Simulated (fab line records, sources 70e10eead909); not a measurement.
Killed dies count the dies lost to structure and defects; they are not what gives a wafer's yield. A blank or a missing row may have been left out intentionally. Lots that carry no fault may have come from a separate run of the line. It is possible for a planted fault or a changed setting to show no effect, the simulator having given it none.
Matching of chambers    flow nandHarc    rieDiel-03 running NHARC_A_STAIRCASE_ETCH_253: 4 sister chambers
The step etches the open film in C4F8/O2, target depth 50 nm, time 20.2 s. 4 wafers are shown with their chamber, then 7 later ones without.

## WAFERS PAIRED WITH THEIR CHAMBERS
wafer   chamber  rfVppV (V)
L079.1  1        888
L079.2  2        886
L082.2  0        901
L082.4  3        895

## WAFERS WHOSE CHAMBER IS MISSING
wafer   rfVppV (V)
L082.6  887
L087.1  907
L087.4  895
L087.6  906
L089.2  906
L089.3  889
L089.5  887

## CHAMBER TAKEN BY EACH
wafer   from the rows above           in truth
L082.6  can't be placed: 1 or 2 or 3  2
L087.1  can't be placed: 0 or 3       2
L087.4  can't be placed: 3 or 0 or 1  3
L087.6  can't be placed: 0 or 3       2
L089.2  can't be placed: 0 or 3       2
L089.3  can't be placed: 1 or 2 or 3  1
L089.5  can't be placed: 1 or 2 or 3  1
0 of 7 placed correctly. Can't be placed from these rows: 7 (the true chamber is among the candidates in 4). 0 placed wrongly.
How it was worked out, from the rows above alone: a wafer's distance from a chamber is the root of the sum, over the readings, of the square of ((its reading less the chamber's mean) divided by the reading's scatter). The wafer belongs to the nearest chamber; if the next one is less than 2 further off, it can't be placed. Each chamber's mean is taken over the wafers shown for it. The scatter (one wafer shown for each chamber): square how far every hidden wafer sits from the nearest shown wafer, average those squares and take the square root.
